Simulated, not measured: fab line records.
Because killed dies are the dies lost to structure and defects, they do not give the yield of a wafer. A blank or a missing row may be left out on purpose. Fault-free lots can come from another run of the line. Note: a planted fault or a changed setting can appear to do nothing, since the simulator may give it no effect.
Which tool is to blame?	flow nand harc	18 wafers sampled from 6 lots at 1 step of a route of 1302

WHAT THE GAUGES SHOWED, per wafer
NHARC_A_WL_FILL_INSPECT_15.
lot	measured	on	raw defect count
L513	day 21 04:32	defect inspect-01	553 411 635
L516	day 23 04:58	defect inspect-02	492 487 449
L520	day 24 13:07	defect inspect-02	446 450 611
L522	day 24 21:52	defect inspect-01	639 415 478
L527	day 26 20:59	defect inspect-02	344 434 466
L535	day 30 02:34	defect inspect-01	523 420 399

EACH LOT AND THE TOOL THAT RAN IT (in order: tool; ch and the chambers of the sampled wafers; start)
The record shows no process step preceding these readings.

THE ANSWER, worked out from the rows above alone
Rule: the usual values come from the lots themselves. Put in order of their means at a reading, lots are off if they are a third of the lots or fewer, leave a main group of 4 or more, and stand apart from it by a gap of 3 or more times the standard deviation of the main group's means; of several such gaps the widest counts. If all means in a main group match to the digits the tables above print for the reading, that group is not used. Also off: a lot with no number at a reading for which 4 or more lots have one. The other lots that the step has rows for count as sound.
No lot is off at any reading shown: from this, nothing can be told.

WHAT HAD BEEN PUT IN BY THE SIMULATOR
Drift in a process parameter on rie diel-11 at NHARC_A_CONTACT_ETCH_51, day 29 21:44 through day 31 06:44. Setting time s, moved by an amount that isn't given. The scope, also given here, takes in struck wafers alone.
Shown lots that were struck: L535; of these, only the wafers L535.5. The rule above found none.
